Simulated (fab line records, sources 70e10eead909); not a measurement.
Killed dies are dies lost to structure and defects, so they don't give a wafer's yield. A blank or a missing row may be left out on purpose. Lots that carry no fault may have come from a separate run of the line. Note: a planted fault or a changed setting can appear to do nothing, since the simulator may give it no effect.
Problem report in the 8D (eight disciplines) form, filled by code + flow nandHarc + the parts of the form that need people (team, actions taken, sign-off) are left out

1. THE ISSUE
Wafers without a fault read 1001 nm, standard deviation 10; thkNm at NHARC_A_ONON_D1_THK_MEAS_21 reads a mean of 697 nm on 6 wafers belonging to 2 lots. That is -30 standard deviations from the usual mean.
The step: measures by ellipsometry.
The first sign was on wafer L567.2 at day 15 07:28, on filmMetro-02. Wafers with a number at this step in the record: 42, from 14 lots. Rule for "out", or "out of limits": more than 4 standard deviations from the usual mean. Any other wafer with a number is counted as sound.

2. WHAT IT IS, AND WHAT IT ISN'T
| question                    | is                     | is not                                                                    |
|-----------------------------|------------------------|---------------------------------------------------------------------------|
| which readings at this step | thkNm                  | -                                                                         |
| which lots                  | L567, L569             | L551, L552, L553, L555, L556, L557, L558, L559, L561, L564, L573, L574    |
| which wafers of those lots  | all that have a number | -                                                                         |
| read on which gauges        | filmMetro-02           | filmMetro-01                                                              |
| when                        | from day 15 07:28      | up to then (30 sound wafers); but 6 sound wafers of L573, L574 came after |

3. THE SUSPECTS, EACH WITH WHAT RULES IT OUT
Counting: any tool at a process step up to the reading is kept as a suspect provided that every lot that is out went through it and no sound lot did after the first of them.
- ruled out: the gauge at NHARC_A_ONON_D1_THK_MEAS_21. All the wafers that are out were read on filmMetro-02, but those of them that NHARC_END_SORT_01 has rows for are out there too, on other tools.
- pecvdOnon-01 at NHARC_A_ONON_D1_DEP_19 (target thk 1000 nm): ruled out as a lasting fault. Following L567 (day 15 07:01), the first lot on it that is out, the sound lots L574 were run on it.
Left after counting: nothing in the record.

4. THE CAUSE (what the simulator had put in)
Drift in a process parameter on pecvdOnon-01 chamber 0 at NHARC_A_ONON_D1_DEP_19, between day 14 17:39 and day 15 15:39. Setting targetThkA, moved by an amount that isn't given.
It was ruled out by counting, in error; the rule expects a fault to strike all lots run on its tool from its start on, and this fault did not.

5. THE CHAIN OF EFFECTS, in route order
Rows list readings where the struck wafers' mean (over those with a number) sits beyond 3 standard deviations from the usual. Readings are gone through only where the record gives a usual standard deviation; hours: the median, over the lots, of the time from a lot's start at the first step in this table giving one to that lot's start at this step; sigmas: the change measured in usual standard deviations.
| hours | step                        | reading       | usual   | on struck wafers | change | sigmas |
|-------|-----------------------------|---------------|---------|------------------|--------|--------|
| 0     | NHARC_A_ONON_D1_THK_MEAS_21 | thkNm         | 1001 nm | 697              | -304   | -30    |
| 387   | NHARC_END_SORT_01           | killedAtArray | 54      | 675              | +621   | +37    |
| 387   | NHARC_END_SORT_01           | killedDies    | 58      | 677              | +619   | +39    |
Later measuring or inspecting steps at which every struck wafer that the step has a row for has a number for every such reading, and none has moved that far: NHARC_A_ONON_D1_INSPECT_32.

6. WHAT WOULD HAVE CAUGHT IT SOONER
In this record the first reading out of limits at a measuring or inspecting step was taken at day 15 07:28, 14 hours after the fault began at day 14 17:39.
